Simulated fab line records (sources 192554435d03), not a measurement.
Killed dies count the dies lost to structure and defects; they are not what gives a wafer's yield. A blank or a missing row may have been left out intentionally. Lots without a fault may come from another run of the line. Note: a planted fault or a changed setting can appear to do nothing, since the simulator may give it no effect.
fab line records	flow n5_finfet
record: lots: 7	wafers: 39
route steps=1938 shown ZERO_LAYER@11 FIN_SAQP@100 SD_EPI_N@273 HKMG_FIN@406 MOL_CONTACT_COAG@616 BEOL_M1@751 BEOL_M2@843 BEOL_M3@991 BEOL_M6@1194 BEOL_M8@1390 BEOL_M9@1461 BEOL_M13@1687 BEOL_M15@1827 PASS1_CAP@1873 PASSIVATION@1936
start_h: the number of hours between the record's first day and the start of the first shown wafer of the lot	wait_h: how many hours have passed since the lot's step before this one	" unchanged from the row above	L1.1+2: several wafers, shown together as one row	- no value, or no start given	* or withheld: withheld	< > ~ a bound
route shown NAME@n: names a module that has steps shown in the file, with the first one's number in the route	usual: the fault-free wafers' mean and standard deviation	same: alike in all rows	chamber/n: place in a boat	sites: each site's reading	_std_site: standard deviation across them	_edge_site: the outer-site mean with the inner-site mean subtracted	radius_mm: for every site, how far away it sits from the centre of the wafer	mask NAME#n: copy n	behind: the tool/chamber that last shaped the wafer	hold: why the lot went on hold/how many hours it stayed there/how the hold came to an end	device: which transistor (n, p or np) failed to switch	end of line: the tests these same wafers got at the end of their route	a step given without rows: its recipe and nothing more	killed: count of dies lost to structure and defects at first sort (not the wafer's yield)	map: per-die view of a wafer (x killed, . not killed, _ where there is no die)
set.NAME: setting as actually run; set.NAME@STEP: the setting as run at that earlier step	model.NAME: the simulator's own value behind a step, which no gauge read
lots where settings were altered on purpose, with a table for each step and a row for each wafer
== steps ==
step: N5_ZERO_LAYER_DEVELOP_10
recipe: develop_time_s: 60	rinse_liquid: diw	dry: air_spin	dev_temp_c: 21
step: N5_FIN_SAQP_PECVD_06
recipe: material: a-Si	target_thk_a: 600	temp_c: 400	precursor: SiH4/He	pressure_torr: 3	rf_w: 100	time_s: 48.1
step: N5_SD_EPI_N_DESCUM_14
recipe: chemistry: O2	time_s: 7.9	source_power_w: 50	bias_power_w: 20	pressure_mtorr: 20	rf_frequency_hz: 2.712e+07	temp_c: 40	resist: CAR-ArF-block	o2_flow_sccm: 225
step: N5_HKMG_FIN_ETCH_58
recipe: chemistry: N2/H2	target: SOC	target_depth_a: 2158	ion_energy_ev: 50	bias_w: 13	time_s: 741	pressure_mtorr: 30	source_w: 875	n2_flow_sccm: 200	h2_flow_sccm: 200
step: N5_MOL_CONTACT_COAG_ETCH_124
recipe: chemistry: CH3F/O2	target: SiNx	target_depth_a: 65	mask_material: SOC	stop_on: SiOC	over_etch_frac: 0.3	ion_energy_ev: 120	pressure_mtorr: 30	source_w: 395	bias_w: 73	Ar_flow_sccm: 150	CH3F_flow_sccm: 30	O2_flow_sccm: 20	ends: end_point
step: N5_BEOL_M1_ILD_DEP_00
recipe: material: SiOC	target_thk_a: 790	temp_c: 350	precursor: DEMS/O2	pressure_torr: 5	rf_w: 500	time_s: 15.3
step: N5_BEOL_M2_PECVD_72
recipe: material: SiO2	target_thk_a: 160	temp_c: 400	precursor: TEOS/O2	pressure_torr: 5.5	rf_w: 450	teos_flow_sccm: 53.8	gas: O2	flow_sccm: 3000	time_s: 18
step: N5_BEOL_M3_ALD_84
recipe: material: TaN	target_thk_a: *	temp_c: 275	ald_precursor_family: PDMAT	ald_co_reactant: NH3	pressure_torr: 3	carrier_flow_sccm: 1500	pulse_time_s: 2	purge_time_s: 3	co_reactant_purge_time_s: 2	co_reactant_pulse_time_s: 3	ald_cycles: 30	precursor_vessel_temp_c: 75	precursor_vessel_pressure_torr: 26.25	precursor_vessel_carrier_sccm: 1000
step: N5_BEOL_M6_ILD_DEP_00
recipe: material: SiCOH_lowk	target_thk_a: 1797.5	temp_c: 300	precursor: DEMS/porogen	pressure_torr: 5	rf_w: 500	time_s: 33.4
step: N5_BEOL_M8_SURFACE_TREAT_79
recipe: gas: Ar	time_s: *	ion_energy_ev: *	ion_current_ma_cm2: 0.5	pressure_mtorr: *	ar_flow_sccm: 30
step: N5_BEOL_M9_SPUTTER_48
recipe: material: Cu	target_thk_a: 120	temp_c: -20	bias_v: 60	power_w: 26000	chamber_pressure_pa: 0.13	time_s: 2
step: N5_BEOL_M13_DEVELOP_27
recipe: develop_time_s: 45	rinse_liquid: diw	dry: air_spin	dev_temp_c: 21
step: N5_BEOL_M15_DEP_53
recipe: material: SiCN	target_thk_a: 500	temp_c: withheld	precursor: 3MS/NH3	pressure_torr: 3	rf_w: 675	time_s: 17.8
step: N5_PASSIVATION_PECVD_55
recipe: material: SiO2	target_thk_a: 4000	temp_c: 400	precursor: SiH4/N2O	pressure_torr: 2.7	rf_w: 608	time_s: 22.5
step: N5_PASSIVATION_PROBE_49
usual: killed_at_M4_up: 13/4.6
lot.wafer	tool	chamber	start_h	wait_h	set.develop_time_s@ZERO_LAYER_DEVELOP_10	set.time_s@FIN_SAQP_PECVD_06	set.time_s@SD_EPI_N_DESCUM_14	set.target_depth_a@HKMG_FIN_ETCH_58	set.target_depth_a@MOL_CONTACT_COAG_ETCH_124	set.target_thk_a@BEOL_M1_ILD_DEP_00	set.time_s@BEOL_M2_PECVD_72	set.ald_cycles@BEOL_M3_ALD_84	set.time_s@BEOL_M6_ILD_DEP_00	set.time_s@BEOL_M8_SURFACE_TREAT_79	set.target_thk_a@BEOL_M9_SPUTTER_48	set.develop_time_s@BEOL_M13_DEVELOP_27	set.target_thk_a@BEOL_M15_DEP_53	set.time_s@PASSIVATION_PECVD_55	killed_at_M4_up
L074.1	prober-02	-	277.72	0.0	60	48.1	3.622	1104	28.45	790	18	30	33.4	*	120	68.21	500	22.5	9
L074.2	prober-02	-	277.77	0.1	60	48.1	3.622	2158	65	1105	9.543	30	33.4	*	120	45	714.1	12.87	6
L074.3	prober-02	-	277.82	0.1	93.06	48.1	7.9	2158	65	790	18	30	38.9	*	120	68.21	714.1	12.87	19
L074.4	prober-02	-	277.87	0.2	60	48.1	7.9	1104	28.45	1105	18	47	33.4	*	120	45	500	22.5	10
L074.5	prober-02	-	277.92	0.2	93.06	48.1	7.9	2158	28.45	790	9.543	47	38.9	*	120	45	714.1	22.5	10
L074.6	prober-02	-	277.97	0.3	93.06	48.1	3.622	1104	65	1105	9.543	47	38.9	*	120	68.21	500	12.87	7
L075.1	prober-01	-	301.86	0.2	45.57	20.35	7.9	1314	39.84	790	18	30	40.87	*	82.15	45	760.1	17.84	32
L075.2	prober-01	-	301.91	0.2	60	48.1	7.9	2158	65	790	18	30	33.4	*	120	60.65	760.1	17.84	17
L075.3	prober-01	-	301.96	0.3	60	48.1	10.1	1314	39.84	790	9.921	30	40.87	*	82.15	45	500	22.5	32
L075.4	prober-01	-	302.01	0.3	45.57	48.1	10.1	2158	65	790	9.921	30	40.87	*	120	60.65	760.1	22.5	11
L075.5	prober-01	-	302.06	0.4	45.57	20.35	7.9	1314	65	790	9.921	30	33.4	*	82.15	60.65	500	17.84	24
L075.6	prober-01	-	302.11	0.4	60	20.35	10.1	2158	39.84	790	18	30	33.4	*	120	45	500	22.5	13
L080.1	prober-02	-	326.78	0.3	60	60.37	7.9	2158	65	790	7.597	15	33.4	*	120	45	744.4	22.5	17
L080.2	prober-02	-	326.83	0.3	74.21	60.37	7.9	3080	65	790	18	30	33.4	*	120	45	500	15.08	11
L080.3	prober-02	-	326.88	0.4	74.21	48.1	7.9	3080	65	997.8	18	15	42.09	*	120	56.82	500	22.5	9
L080.4	prober-02	-	326.93	0.4	60	60.37	12.4	2158	65	997.8	18	30	33.4	*	120	56.82	500	15.08	11
L080.5	prober-02	-	326.98	0.5	60	48.1	12.4	3080	65	790	7.597	30	42.09	*	120	45	744.4	15.08	5
L080.6	prober-02	-	327.03	0.5	74.21	48.1	12.4	2158	65	997.8	7.597	15	42.09	*	120	56.82	744.4	22.5	16
L085.1	prober-01	-	347.89	0.0	45.03	48.1	7.9	902.6	102.3	790	18	30	40.95	*	120	45	500	29.01	12
L085.2	prober-01	-	347.94	0.1	45.03	48.1	10.39	2158	102.3	1070	18	30	40.95	*	120	31.22	392.1	29.01	6
L085.3	prober-01	-	347.99	0.1	60	48.1	7.9	2158	65	790	25.61	30	40.95	*	120	31.22	500	22.5	12
L085.4	prober-01	-	348.04	0.2	45.03	48.1	10.39	902.6	65	790	25.61	30	33.4	*	120	31.22	500	22.5	10
L085.5	prober-01	-	348.09	0.2	60	48.1	7.9	2158	102.3	1070	25.61	30	33.4	*	120	45	392.1	22.5	15
L085.6	prober-01	-	348.14	0.3	60	48.1	10.39	902.6	65	1070	18	30	33.4	*	120	45	392.1	29.01	9
L089.1	prober-02	-	375.27	0.0	95.74	30.02	3.597	2738	47.42	790	18	30	33.4	*	120	45	384.1	26.7	17
L089.2	prober-02	-	375.32	0.1	60	30.02	7.9	2158	47.42	790	14.76	30	48.43	*	120	45	500	22.5	17
L089.3	prober-02	-	375.37	0.1	95.74	48.1	7.9	2158	47.42	790	18	14	33.4	*	120	45	500	22.5	12
L089.4	prober-02	-	375.42	0.2	95.74	48.1	3.597	2158	65	790	14.76	30	48.43	*	120	45	384.1	26.7	14
L089.5	prober-02	-	375.47	0.2	60	30.02	3.597	2738	65	790	18	14	48.43	*	120	45	384.1	22.5	14
L089.6	prober-02	-	375.52	0.3	60	48.1	7.9	2738	65	790	14.76	14	33.4	*	120	45	500	26.7	11
L090.1	prober-02	-	377.50	0.0	83.27	48.1	7.9	3385	65	790	21.66	30	25.22	*	70.54	45	500	12.17	62
L090.2	prober-02	-	377.55	0.1	60	48.1	7.9	2158	65	790	21.66	36	33.4	*	120	45	500	12.17	7
L090.3	prober-02	-	377.60	0.1	83.27	48.1	7.9	3385	94.82	790	18	30	33.4	*	120	45	409.9	22.5	5
L090.4	prober-02	-	377.65	0.2	60	48.1	7.9	2158	94.82	1077	18	30	25.22	*	120	45	500	22.5	14
L090.5	prober-02	-	377.70	0.2	83.27	48.1	7.9	2158	65	1077	18	36	25.22	*	70.54	45	409.9	22.5	57
L090.6	prober-02	-	377.75	0.3	60	48.1	7.9	3385	94.82	1077	21.66	36	33.4	*	70.54	45	409.9	12.17	62
L093.2	prober-02	-	393.09	0.1	60	48.1	7.9	2158	65	790	18	30	33.4	*	120	45	500	22.5	8
L093.3	prober-02	-	393.14	0.1	60	48.1	7.9	2158	65	790	18	30	33.4	*	120	45	500	22.5	11
L093.6	prober-02	-	393.29	0.3	60	48.1	7.9	2158	65	790	18	30	33.4	*	120	45	500	22.5	13
killed by level:class
L074.1 MOL_CONTACT_COAG:area_etch=1081 MOL_CONTACT_COAG:geometric_particle:open=23 MOL_CONTACT_COAG:geometric_particle:short=12 BEOL_M1:geometric_particle:open=12 STI_FIN_REVEAL:geometric_particle:open=4 BEOL_M1:geometric_particle:short=4 BEOL_M3:geometric_particle:open=4 BEOL_M4:geometric_particle:open=4
L074.2 BEOL_M1:area_etch=1118 MOL_CONTACT_COAG:geometric_particle:open=17 FIN_SAQP:geometric_particle:short=8 FIN_SAQP:geometric_particle:open=4 DUMMY_GATE:geometric_particle:open=4 BEOL_M0_SAQP:geometric_particle:open=3 MOL_CONTACT_COAG:geometric_particle:short=3 PASS1_CAP:geometric_particle:short=3
L074.3 STI_FIN_REVEAL:geometric_particle:open=17 MOL_CONTACT_COAG:geometric_particle:open=10 FIN_SAQP:geometric_particle:short=9 MOL_CONTACT_COAG:geometric_particle:short=9 BEOL_M1:geometric_particle:open=9 BEOL_M4:geometric_particle:open=9 BEOL_M0_SAQP:geometric_particle:open=8 BEOL_M3:geometric_particle:open=6
L074.4 MOL_CONTACT_COAG:area_etch=1073 BEOL_M2:geometric_particle:open=17 MOL_CONTACT_COAG:geometric_particle:open=16 BEOL_M1:geometric_particle:open=15 BEOL_M3:geometric_particle:open=10 STI_FIN_REVEAL:geometric_particle:open=7 DUMMY_GATE:geometric_particle:open=4 BEOL_M0_SAQP:geometric_particle:short=4
L074.5 MOL_CONTACT_COAG:area_etch=1069 MOL_CONTACT_COAG:geometric_particle:open=26 STI_FIN_REVEAL:geometric_particle:open=10 BEOL_M0_SAQP:geometric_particle:open=9 BEOL_M2:geometric_particle:open=6 FIN_SAQP:geometric_particle:open=5 BEOL_M0_SAQP:geometric_particle:short=5 BEOL_M1:geometric_particle:open=5
L074.6 BEOL_M1:area_etch=764 STI_FIN_REVEAL:geometric_particle:open=12 BEOL_M2:geometric_particle:open=11 MOL_CONTACT_COAG:geometric_particle:open=8 BEOL_M0_SAQP:geometric_particle:short=7 BEOL_M3:geometric_particle:open=5 GATE_CUT:geometric_particle:short=4 BEOL_M1:geometric_particle:open=3
L075.1 MOL_CONTACT_COAG:area_etch=988 STI_FIN_REVEAL:geometric_particle:open=19 BEOL_M9:interface_void_opened=17 BEOL_M1:geometric_particle:open=9 DUMMY_GATE:geometric_particle:open=4 GATE_CUT:geometric_particle:short=4 BEOL_M8:geometric_particle:open=4 BEOL_M0_SAQP:geometric_particle:open=4
L075.2 STI_FIN_REVEAL:geometric_particle:open=21 BEOL_M0_SAQP:geometric_particle:short=8 BEOL_M1:geometric_particle:open=8 MOL_CONTACT_COAG:geometric_particle:open=7 BEOL_M3:geometric_particle:open=7 BEOL_M4:geometric_particle:open=7 FIN_SAQP:geometric_particle:open=6 FIN_SAQP:geometric_particle:short=6
L075.3 MOL_CONTACT_COAG:area_etch=419 BEOL_M9:interface_void_opened=17 STI_FIN_REVEAL:geometric_particle:open=10 BEOL_M1:geometric_particle:open=7 BEOL_M4:geometric_particle:open=5 FIN_SAQP:geometric_particle:short=4 STI_FIN_REVEAL:geometric_particle:short=3 MOL_CONTACT_COAG:geometric_particle:open=3
L075.4 STI_FIN_REVEAL:geometric_particle:open=28 FIN_SAQP:geometric_particle:open=10 STI_FIN_REVEAL:geometric_particle:short=8 BEOL_M1:geometric_particle:open=6 BEOL_M4:geometric_particle:open=5 DUMMY_GATE:geometric_particle:open=4 GATE_CUT:geometric_particle:short=4 BEOL_M1:geometric_particle:short=2
L075.5 STI_FIN_REVEAL:geometric_particle:open=13 BEOL_M9:interface_void_opened=13 BEOL_M0_SAQP:geometric_particle:short=8 FIN_SAQP:geometric_particle:short=5 BEOL_M0_SAQP:geometric_particle:open=5 BEOL_M1:geometric_particle:open=5 BEOL_M2:geometric_particle:open=4 GATE_CUT:geometric_particle:short=3
L075.6 MOL_CONTACT_COAG:area_etch=171 MOL_CONTACT_COAG:geometric_particle:open=12 STI_FIN_REVEAL:geometric_particle:open=9 STI_FIN_REVEAL:geometric_particle:short=8 FIN_SAQP:geometric_particle:short=4 ILD0:geometric_particle:open=4 BEOL_M1:geometric_particle:open=4 BEOL_M3:geometric_particle:open=4
L080.1 M3:area_ald=293 FIN_SAQP:geometric_particle:open=9 FIN_SAQP:geometric_particle:short=9 MOL_CONTACT_COAG:geometric_particle:open=9 BEOL_M3:geometric_particle:open=9 BEOL_M4:geometric_particle:open=6 BEOL_M1:geometric_particle:open=5 DUMMY_GATE:geometric_particle:open=4
L080.2 MOL_CONTACT_COAG:geometric_particle:open=19 FIN_SAQP:geometric_particle:short=15 BEOL_M3:geometric_particle:open=11 BEOL_M2:geometric_particle:open=7 ILD0:geometric_particle:open=5 BEOL_M5:geometric_particle:open=5 FIN_SAQP:geometric_particle:open=4 BEOL_M0_SAQP:geometric_particle:short=4
L080.3 M3:area_ald=349 FIN_SAQP:geometric_particle:short=13 STI_FIN_REVEAL:geometric_particle:open=11 BEOL_M2:geometric_particle:open=7 BEOL_M3:geometric_particle:open=7 FIN_SAQP:geometric_particle:open=6 MOL_CONTACT_COAG:geometric_particle:open=6 STARTING-WAFER:geometric_particle:open=4
L080.4 FIN_SAQP:geometric_particle:open=19 BEOL_M2:geometric_particle:open=11 FIN_SAQP:geometric_particle:short=8 GATE_CUT:geometric_particle:short=7 ILD0:geometric_particle:short=5 BEOL_M1:geometric_particle:open=5 STI_FIN_REVEAL:geometric_particle:open=4 MOL_CONTACT_COAG:geometric_particle:short=4
L080.5 MOL_CONTACT_COAG:geometric_particle:open=16 BEOL_M1:geometric_particle:open=6 BEOL_M3:geometric_particle:open=5 STI_FIN_REVEAL:geometric_particle:open=4 DUMMY_GATE:geometric_particle:open=4 BEOL_M0_SAQP:geometric_particle:open=4 FIN_SAQP:geometric_particle:short=3 ILD0:geometric_particle:short=3
L080.6 M3:area_ald=318 FIN_SAQP:geometric_particle:open=11 FIN_SAQP:geometric_particle:short=7 BEOL_M4:geometric_particle:open=7 STI_FIN_REVEAL:geometric_particle:open=7 SPACER0:geometric_particle:open=4 MOL_CONTACT_COAG:geometric_particle:open=4 BEOL_M0_SAQP:geometric_particle:open=4
L085.1 BEOL_M3:geometric_particle:open=9 BEOL_M4:geometric_particle:open=8 STI_FIN_REVEAL:geometric_particle:open=6 DUMMY_GATE:geometric_particle:open=6 FIN_SAQP:geometric_particle:open=5 MOL_CONTACT_COAG:geometric_particle:open=5 BEOL_M1:geometric_particle:open=5 FIN_SAQP:geometric_particle:short=4
L085.2 MOL_CONTACT_COAG:geometric_particle:open=9 STI_FIN_REVEAL:geometric_particle:open=7 BEOL_M3:geometric_particle:open=7 FIN_SAQP:geometric_particle:open=6 DUMMY_GATE:geometric_particle:open=6 BEOL_M0_SAQP:geometric_particle:short=6 GATE_CUT:geometric_particle:short=5 BEOL_M0_SAQP:geometric_particle:open=5
L085.3 MOL_CONTACT_COAG:geometric_particle:open=25 BEOL_M3:geometric_particle:open=8 MOL_CONTACT_COAG:geometric_particle:short=7 FIN_SAQP:geometric_particle:open=6 STI_FIN_REVEAL:geometric_particle:open=5 GATE_CUT:geometric_particle:short=4 BEOL_M0_SAQP:geometric_particle:open=4 FIN_SAQP:geometric_particle:short=3
L085.4 MOL_CONTACT_COAG:geometric_particle:open=15 BEOL_M0_SAQP:geometric_particle:short=12 BEOL_M3:geometric_particle:open=8 BEOL_M1:geometric_particle:open=6 BEOL_M2:geometric_particle:open=6 BEOL_M4:geometric_particle:open=6 FIN_SAQP:geometric_particle:open=4 FIN_SAQP:geometric_particle:short=4
L085.5 BEOL_M1:area_etch=1082 BEOL_M3:geometric_particle:open=13 FIN_SAQP:geometric_particle:short=11 FIN_SAQP:geometric_particle:open=9 BEOL_M0_SAQP:geometric_particle:open=8 BEOL_M1:geometric_particle:open=7 BEOL_M4:geometric_particle:open=7 STI_FIN_REVEAL:geometric_particle:open=5
L085.6 MOL_CONTACT_COAG:geometric_particle:open=9 BEOL_M1:geometric_particle:open=9 FIN_SAQP:geometric_particle:open=8 BEOL_M0_SAQP:geometric_particle:open=6 BEOL_M2:geometric_particle:open=6 STI_FIN_REVEAL:geometric_particle:open=5 BEOL_M4:geometric_particle:open=5 DUMMY_GATE:geometric_particle:open=4
L089.1 FIN_SAQP:geometric_particle:open=11 BEOL_M2:geometric_particle:open=10 MOL_CONTACT_COAG:geometric_particle:open=9 STI_FIN_REVEAL:geometric_particle:open=6 ILD0:geometric_particle:open=6 BEOL_M1:geometric_particle:open=6 FIN_SAQP:geometric_particle:short=5 BEOL_M4:geometric_particle:open=5
L089.2 FIN_SAQP:geometric_particle:open=18 FIN_SAQP:geometric_particle:short=13 BEOL_M1:geometric_particle:open=13 MOL_CONTACT_COAG:geometric_particle:open=9 BEOL_M0_SAQP:geometric_particle:short=8 BEOL_M0_SAQP:geometric_particle:open=7 MOL_CONTACT_COAG:geometric_particle:short=6 BEOL_M5:geometric_particle:open=6
L089.3 M3:area_ald=428 BEOL_M1:geometric_particle:open=16 BEOL_M0_SAQP:geometric_particle:open=14 FIN_SAQP:geometric_particle:short=7 STI_FIN_REVEAL:geometric_particle:open=7 BEOL_M0_SAQP:geometric_particle:short=7 BEOL_M4:geometric_particle:open=6 FIN_SAQP:geometric_particle:open=5
L089.4 BEOL_M0_SAQP:geometric_particle:open=10 FIN_SAQP:geometric_particle:open=9 MOL_CONTACT_COAG:geometric_particle:open=9 BEOL_M0_SAQP:geometric_particle:short=9 BEOL_M2:geometric_particle:open=7 STI_FIN_REVEAL:geometric_particle:open=6 BEOL_M1:geometric_particle:open=4 BEOL_M4:geometric_particle:open=4
L089.5 M3:area_ald=394 FIN_SAQP:geometric_particle:open=15 BEOL_M2:geometric_particle:open=15 FIN_SAQP:geometric_particle:short=13 BEOL_M0_SAQP:geometric_particle:open=8 BEOL_M0_SAQP:geometric_particle:short=8 BEOL_M4:geometric_particle:open=7 STI_FIN_REVEAL:geometric_particle:open=6
L089.6 M3:area_ald=390 STI_FIN_REVEAL:geometric_particle:open=12 FIN_SAQP:geometric_particle:short=11 FIN_SAQP:geometric_particle:open=9 BEOL_M2:geometric_particle:open=7 MOL_CONTACT_COAG:geometric_particle:open=6 BEOL_M1:geometric_particle:open=6 BEOL_M3:geometric_particle:open=6
L090.1 BEOL_M9:interface_void_opened=57 BEOL_M0_SAQP:geometric_particle:short=12 BEOL_M1:geometric_particle:open=10 BEOL_M2:geometric_particle:open=9 MOL_CONTACT_COAG:geometric_particle:open=8 BEOL_M0_SAQP:geometric_particle:open=8 GATE_CUT:geometric_particle:short=7 STI_FIN_REVEAL:geometric_particle:open=5
L090.2 BEOL_M3:geometric_particle:open=6 STI_FIN_REVEAL:geometric_particle:open=6 MOL_CONTACT_COAG:geometric_particle:open=6 BEOL_M1:geometric_particle:open=6 GATE_CUT:geometric_particle:short=5 STI_FIN_REVEAL:geometric_particle:short=4 BEOL_M0_SAQP:geometric_particle:short=4 BEOL_M3:geometric_particle:short=4
L090.3 GATE_CUT:geometric_particle:short=12 STI_FIN_REVEAL:geometric_particle:open=7 BEOL_M3:geometric_particle:open=6 BEOL_M0_SAQP:geometric_particle:short=6 FIN_SAQP:geometric_particle:open=5 DUMMY_GATE:geometric_particle:open=5 GATE_CUT:geometric_particle:open=5 PAD_METAL:geometric_particle:open=5
L090.4 BEOL_M1:area_etch=1049 STI_FIN_REVEAL:geometric_particle:open=18 MOL_CONTACT_COAG:geometric_particle:open=10 GATE_CUT:geometric_particle:short=8 BEOL_M0_SAQP:geometric_particle:short=8 BEOL_M3:geometric_particle:open=8 BEOL_M1:geometric_particle:open=7 BEOL_M1:geometric_particle:short=7
L090.5 BEOL_M1:area_etch=1038 BEOL_M9:interface_void_opened=51 BEOL_M0_SAQP:geometric_particle:open=14 BEOL_M0_SAQP:geometric_particle:short=10 STI_FIN_REVEAL:geometric_particle:open=9 BEOL_M2:geometric_particle:open=7 DUMMY_GATE:geometric_particle:open=5 BEOL_M1:geometric_particle:open=5
L090.6 BEOL_M1:area_etch=1037 BEOL_M9:interface_void_opened=57 MOL_CONTACT_COAG:geometric_particle:open=12 BEOL_M0_SAQP:geometric_particle:open=11 BEOL_M0_SAQP:geometric_particle:short=8 STI_FIN_REVEAL:geometric_particle:open=7 DUMMY_GATE:geometric_particle:open=5 BEOL_M1:geometric_particle:open=5
L093.2 BEOL_M0_SAQP:geometric_particle:short=14 MOL_CONTACT_COAG:geometric_particle:open=10 BEOL_M0_SAQP:geometric_particle:open=7 DUMMY_GATE:geometric_particle:open=6 BEOL_M1:geometric_particle:open=6 BEOL_M3:geometric_particle:open=5 STI_FIN_REVEAL:geometric_particle:open=4 GATE_CUT:geometric_particle:short=4
L093.3 MOL_CONTACT_COAG:geometric_particle:open=11 BEOL_M0_SAQP:geometric_particle:open=8 BEOL_M0_SAQP:geometric_particle:short=6 FIN_SAQP:geometric_particle:short=4 STI_FIN_REVEAL:geometric_particle:open=4 GATE_CUT:geometric_particle:short=3 ILD0:geometric_particle:open=3 MOL_CONTACT_COAG:geometric_particle:short=3
L093.6 MOL_CONTACT_COAG:geometric_particle:open=13 STI_FIN_REVEAL:geometric_particle:open=10 MOL_CONTACT_COAG:geometric_particle:short=8 GATE_CUT:geometric_particle:short=7 BEOL_M0_SAQP:geometric_particle:open=5 FIN_SAQP:geometric_particle:open=4 BEOL_M3:geometric_particle:open=4 BEOL_M4:geometric_particle:open=4
== key ==
split: step: N5_ZERO_LAYER_DEVELOP_10	setting: develop_time_s	stated_as: 60
response none clear
split: step: N5_FIN_SAQP_PECVD_06	setting: time_s	stated_as: 48.1
response none clear
split: step: N5_SD_EPI_N_DESCUM_14	setting: time_s	stated_as: 7.9
response none clear
split: step: N5_HKMG_FIN_ETCH_58	setting: target_depth_a	stated_as: 2158
response none clear
split: step: N5_MOL_CONTACT_COAG_ETCH_124	setting: target_depth_a	stated_as: 65
response none clear
split: step: N5_BEOL_M1_ILD_DEP_00	setting: target_thk_a	stated_as: 790
response none clear
split: step: N5_BEOL_M2_PECVD_72	setting: time_s	stated_as: 18
response none clear
split: step: N5_BEOL_M3_ALD_84	setting: ald_cycles	stated_as: 30
response none clear
split: step: N5_BEOL_M6_ILD_DEP_00	setting: time_s	stated_as: 33.4
response none clear
split: step: N5_BEOL_M8_SURFACE_TREAT_79	setting: time_s	stated_as: *
response none clear
split: step: N5_BEOL_M9_SPUTTER_48	setting: target_thk_a	stated_as: 120
response: step: N5_PASSIVATION_PROBE_49	reading: killed_at_M4_up	slope: -1.06	per: 1%	together_with: all	explained: 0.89
split: step: N5_BEOL_M13_DEVELOP_27	setting: develop_time_s	stated_as: 45
response none clear
split: step: N5_BEOL_M15_DEP_53	setting: target_thk_a	stated_as: 500
response none clear
split: step: N5_PASSIVATION_PECVD_55	setting: time_s	stated_as: 22.5
response none clear
